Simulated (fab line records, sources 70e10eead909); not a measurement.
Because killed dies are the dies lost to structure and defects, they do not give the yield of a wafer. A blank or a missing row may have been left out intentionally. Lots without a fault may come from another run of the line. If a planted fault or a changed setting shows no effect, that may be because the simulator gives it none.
Which tool is to blame? | flow nand-harc | at 1 step of a route of 1302, 12 lots with 36 wafers sampled

WHAT THE GAUGES SHOWED, per wafer
NHARC_A_CONTACT_CD_MEAS_80. Usual: cd-nm 289.7 nm, standard deviation 0.88.
lot  | measured     | on        | cd-nm (nm)        | flag
L109 | day 22 06:01 | cd-sem-03 | 288.3 289.8 289.7 |
L110 | day 22 19:20 | cd-sem-01 | 288.5 289.5 288.7 |
L112 | day 22 23:51 | cd-sem-01 | 290.0 291.2 290.6 |
L113 | day 24 01:35 | cd-sem-01 | 288.5 288.6 289.1 |
L120 | day 27 04:10 | cd-sem-02 | 290.6 290.6 291.1 |
L124 | day 28 04:46 | cd-sem-02 | 289.8 290.4 290.3 |
L125 | day 28 16:02 | cd-sem-03 | 290.2 289.9 289.6 |
L126 | day 29 21:24 | cd-sem-03 | 289.9 288.9 289.9 |
L127 | day 30 05:19 | cd-sem-01 | 290.7 291.4 291.4 |
L129 | day 31 02:28 | cd-sem-01 | 289.4 289.2 288.9 |
L130 | day 31 07:13 | cd-sem-01 | 288.6 288.7 288.8 |
L128 | day 31 10:58 | cd-sem-02 | 290.4 290.6 290.0 |

EACH LOT AND THE TOOL THAT RAN IT (in order: tool; ch and the chambers of the sampled wafers; start)
Before these readings, the record contains no process step.

AS READ BY THE TOOLS THEMSELVES (means over the sampled wafers that have a number; for cases with no such wafer, the mark the record gives instead)
The record holds no such reading with a usual standard deviation.

THE ANSWER, worked out from the rows above alone
Rule: take the mean of a lot's wafers that have a number; if it is more than 3 standard deviations from the usual mean, the lot is off. A lot without any number at a reading at which 4 lots or more have one is off too. The other lots that the step has rows for count as sound. Order of review: gauges by route order, followed by the tools' own readings, for which a lot's mean as printed above is used. The first step at which some lot is off is used, and at that step the reading that is off furthest; a lot without a number counts as furthest.
Nothing can be told from this: no lot is off at any reading shown.

WHAT THE SIMULATOR HAD INSERTED
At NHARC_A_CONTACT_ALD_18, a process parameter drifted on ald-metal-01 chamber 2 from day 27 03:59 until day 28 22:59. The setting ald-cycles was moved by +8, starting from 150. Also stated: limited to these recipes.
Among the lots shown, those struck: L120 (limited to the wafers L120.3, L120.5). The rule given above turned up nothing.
